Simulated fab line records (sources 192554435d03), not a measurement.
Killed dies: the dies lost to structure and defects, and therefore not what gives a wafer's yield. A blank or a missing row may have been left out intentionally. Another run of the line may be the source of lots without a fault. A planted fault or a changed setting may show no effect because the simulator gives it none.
Code-filled problem report in 8D (eight disciplines) form    flow n5 finfet    the parts of the form that need people (team, actions taken, sign-off) are left out
Where a reading is given only as a bound, like >300, the bound stands for it, and a mean or a difference that rests on one is marked > or <: the true number lies beyond.

## 1. WHAT WENT WRONG
Wafers with no fault read 213 with a standard deviation of 41, whereas raw defect count at N5_SD_EPI_N_INSPECT_26 reads a mean of 547 on 1 wafer of 1 lot. Relative to the usual mean, that is a shift of +8.1 standard deviations.
The step: inspects for defects (darkfield).
Seen first at day 8 12:38 on defect inspect-01, wafer L483.2. The record holds 9 wafers of 3 lots with a number at this step. The rule behind "out" and "out of limits": a value lying over 4 standard deviations away from the usual mean. All remaining wafers that have a number are taken as sound.

## 2. WHAT IT IS; WHAT IT IS NOT
question                     is                 is not
which readings at this step  raw defect count   -
which lots                   L483               L463, L485
which wafers of those lots   L483.2             L483.3, L483.4
read on which gauges         defect inspect-01  defect inspect-02
when                         from day 8 12:38   up to then (5 sound wafers); but 3 sound wafers of L485 came after

## 3. WHAT RULES OUT EACH SUSPECT
Counting: a tool at a process step up to the reading stays a suspect if it ran every lot that is out. Sound lots after the first of them don't rule it out here, since some wafers of a struck lot are sound.
- the gauge at N5_SD_EPI_N_INSPECT_26: ruled out. All the wafers that are out were read on defect inspect-01, but those of them that N5_SD_EPI_P_INSPECT_11 has rows for are out there too, on other tools.
- wet bench-01 at N5_SD_EPI_N_STRIP_18 (strips in SPM, time 750 s): kept. It ran the lot that is out, L483 (day 8 09:16); its last sound lot up to then is L463 (day 3 10:05).
- Within wet bench-01 at N5_SD_EPI_N_STRIP_18: the wafers that are out ran in chamber 4; their sound lot-mates ran in chambers 5, 7.
After counting, what remains is wet bench-01 at N5_SD_EPI_N_STRIP_18.

## 4. THE CAUSE (what the simulator had put in)
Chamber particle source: wet bench-01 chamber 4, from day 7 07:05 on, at N5_SD_EPI_N_STRIP_18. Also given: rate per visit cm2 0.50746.
Only this tool survived the counting.

## 5. THE CHAIN OF EFFECTS, in route order
Each row: a reading whose mean over the struck wafers that have a number lies more than 3 standard deviations from the usual. Only readings whose record carries a usual standard deviation are examined. hours: median over the lots of the time between each lot's start at the first step of this table that gives one and its start at this step. sigmas: the change, counted in usual standard deviations.
hours  step                         reading               usual   on struck wafers  change  sigmas
0      N5_SD_EPI_N_INSPECT_26       raw defect count      213     547               +334    +8.1
0      N5_SD_EPI_P_INSPECT_11       raw defect count      2.1     >300              >+298   +99 or more
4      N5_SD_EPI_P_INSPECT_26       raw defect count      179     521               +342    +9.2
5      N5_SD_ACTIVATION_INSPECT_02  raw defect count      182     499               +317    +8.6
227    N5_PASSIVATION_PROBE_49      defect limited yield  90.5 %  83.0              -7.5    -4.4
227    N5_PASSIVATION_PROBE_49      killed at front end   45      133               +88     +6.3
227    N5_PASSIVATION_PROBE_49      killed dies           112     201               +89     +4.2
227    N5_PASSIVATION_PROBE_49      sort_bin_5_function   5.6 %   11.2              +5.6    +4.7
227    N5_PASSIVATION_PROBE_49      sort n pass           1068    979               -89     -4.2
227    N5_PASSIVATION_PROBE_49      sort yield pct        90.5 %  83.0              -7.5    -4.2
Here are the process steps it includes:
- N5_PASSIVATION_PROBE_49
At these later measuring or inspecting steps, every struck wafer for which the step has a row has a number for every such reading, and none has moved that far: N5_BEOL_M4_RC_MEAS_101.

## 6. HOW IT WOULD HAVE BEEN CAUGHT EARLIER
30 hours passed between the start of the fault at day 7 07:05 and the first reading out of limits at a measuring or inspecting step in this record, taken at day 8 12:38.
Tool readings at N5_SD_EPI_N_STRIP_18 with a usual standard deviation given in the record: none out on any struck wafer, hence no alarm at a limit of 4 standard deviations on them.
The start of N5_SD_EPI_N_STRIP_18 on wet bench-01 came by day 8 12:38 for every one of the lots that are out (1). Holding the tool at that point would not have protected any of them.
